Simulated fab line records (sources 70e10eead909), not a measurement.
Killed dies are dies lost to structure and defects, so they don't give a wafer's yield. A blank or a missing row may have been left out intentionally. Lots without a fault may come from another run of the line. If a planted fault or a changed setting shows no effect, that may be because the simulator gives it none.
Matching of chambers || flow nand-harc || rie-diel-09 running NHARC_THIN_TSV_DESCUM_14: 4 sister chambers
The step chemistry O2, time 3 s. 14 wafers are shown with their chamber, then 7 later ones without.

== EACH WAFER AND ITS CHAMBER ==
{"wafer": "L970.1", "chamber": 1, "showerhead-plenum-p-Torr (Torr)": 1.93, "drypump-motor-current-A (A)": 5.7, "oes-product-au (a.u.)": 1.012}
{"wafer": "L970.2", "chamber": 3, "showerhead-plenum-p-Torr (Torr)": 1.91, "drypump-motor-current-A (A)": 6.2, "oes-product-au (a.u.)": 0.987}
{"wafer": "L970.4", "chamber": 0, "showerhead-plenum-p-Torr (Torr)": 1.99, "drypump-motor-current-A (A)": 5.7, "oes-product-au (a.u.)": 1.004}
{"wafer": "L971.2", "chamber": 2, "showerhead-plenum-p-Torr (Torr)": 2.01, "drypump-motor-current-A (A)": 5.9, "oes-product-au (a.u.)": 0.997}
{"wafer": "L971.5", "chamber": 1, "showerhead-plenum-p-Torr (Torr)": 1.93, "drypump-motor-current-A (A)": 5.7, "oes-product-au (a.u.)": 1.014}
{"wafer": "L971.6", "chamber": 2, "showerhead-plenum-p-Torr (Torr)": 2.01, "drypump-motor-current-A (A)": 5.9, "oes-product-au (a.u.)": 0.994}
{"wafer": "L973.2", "chamber": 0, "showerhead-plenum-p-Torr (Torr)": 1.99, "drypump-motor-current-A (A)": 5.7, "oes-product-au (a.u.)": 0.997}
{"wafer": "L973.3", "chamber": 1, "showerhead-plenum-p-Torr (Torr)": 1.93, "drypump-motor-current-A (A)": 5.7, "oes-product-au (a.u.)": 0.999}
{"wafer": "L973.6", "chamber": 0, "showerhead-plenum-p-Torr (Torr)": 1.99, "drypump-motor-current-A (A)": 5.7, "oes-product-au (a.u.)": 1.007}
{"wafer": "L983.1", "chamber": 3, "showerhead-plenum-p-Torr (Torr)": 1.91, "drypump-motor-current-A (A)": 6.2, "oes-product-au (a.u.)": 1.009}
{"wafer": "L983.2", "chamber": 0, "showerhead-plenum-p-Torr (Torr)": 1.99, "drypump-motor-current-A (A)": 5.8, "oes-product-au (a.u.)": 1.004}
{"wafer": "L983.6", "chamber": 3, "showerhead-plenum-p-Torr (Torr)": 1.91, "drypump-motor-current-A (A)": 6.2, "oes-product-au (a.u.)": 0.995}
{"wafer": "L989.1", "chamber": 3, "showerhead-plenum-p-Torr (Torr)": 1.90, "drypump-motor-current-A (A)": 6.2, "oes-product-au (a.u.)": 0.992}
{"wafer": "L989.2", "chamber": 1, "showerhead-plenum-p-Torr (Torr)": 1.93, "drypump-motor-current-A (A)": 5.7, "oes-product-au (a.u.)": 1.009}

SIGNATURES, as means of the wafers listed above
{"reading": "showerhead-plenum-p-Torr", "chamber 0": 1.9900, "chamber 1": 1.9300, "chamber 2": 2.0100, "chamber 3": 1.9075, "scatter within a chamber": 0.00274}
{"reading": "drypump-motor-current-A", "chamber 0": 5.725, "chamber 1": 5.700, "chamber 2": 5.900, "chamber 3": 6.200, "scatter within a chamber": 0.0274}
{"reading": "oes-product-au", "chamber 0": 1.00300, "chamber 1": 1.00850, "chamber 2": 0.99550, "chamber 3": 0.99575, "scatter within a chamber": 0.00677}
Rule: for each reading, subtract the chamber's mean from the wafer's reading, divide by that reading's scatter and square the result; add these up over the readings and take the root, which gives the wafer's distance from the chamber. The wafer belongs to the nearest chamber; if the next one is less than 2 further off, it can't be placed. How the scatter is found: for the shown wafers, subtract from each reading the mean of its chamber, square and add these, divide the total by (wafers less chambers), then take the root.

== WAFERS WITH NO CHAMBER GIVEN ==
{"wafer": "L989.3", "showerhead-plenum-p-Torr (Torr)": 2.01, "drypump-motor-current-A (A)": 5.9, "oes-product-au (a.u.)": 1.002}
{"wafer": "L988.1", "showerhead-plenum-p-Torr (Torr)": 1.90, "drypump-motor-current-A (A)": 6.2, "oes-product-au (a.u.)": 1.000}
{"wafer": "L988.2", "showerhead-plenum-p-Torr (Torr)": 1.99, "drypump-motor-current-A (A)": 5.7, "oes-product-au (a.u.)": 0.996}
{"wafer": "L988.3", "showerhead-plenum-p-Torr (Torr)": 2.01, "drypump-motor-current-A (A)": 5.9, "oes-product-au (a.u.)": 1.005}
{"wafer": "L992.1", "showerhead-plenum-p-Torr (Torr)": 2.01, "drypump-motor-current-A (A)": 5.9, "oes-product-au (a.u.)": 0.995}
{"wafer": "L992.2", "showerhead-plenum-p-Torr (Torr)": 1.93, "drypump-motor-current-A (A)": 5.7, "oes-product-au (a.u.)": 1.003}
{"wafer": "L992.6", "showerhead-plenum-p-Torr (Torr)": 1.90, "drypump-motor-current-A (A)": 6.2, "oes-product-au (a.u.)": 1.001}

== WHICH CHAMBER EACH ONE RAN IN ==
{"wafer": "L989.3", "from the rows above": 2, "in truth": 2}
{"wafer": "L988.1", "from the rows above": 3, "in truth": 3}
{"wafer": "L988.2", "from the rows above": 0, "in truth": 0}
{"wafer": "L988.3", "from the rows above": 2, "in truth": 2}
{"wafer": "L992.1", "from the rows above": 2, "in truth": 2}
{"wafer": "L992.2", "from the rows above": 1, "in truth": 1}
{"wafer": "L992.6", "from the rows above": 3, "in truth": 3}
Placed correctly: 7 of 7. Left unplaced by these rows: 0. Wrongly placed: 0.
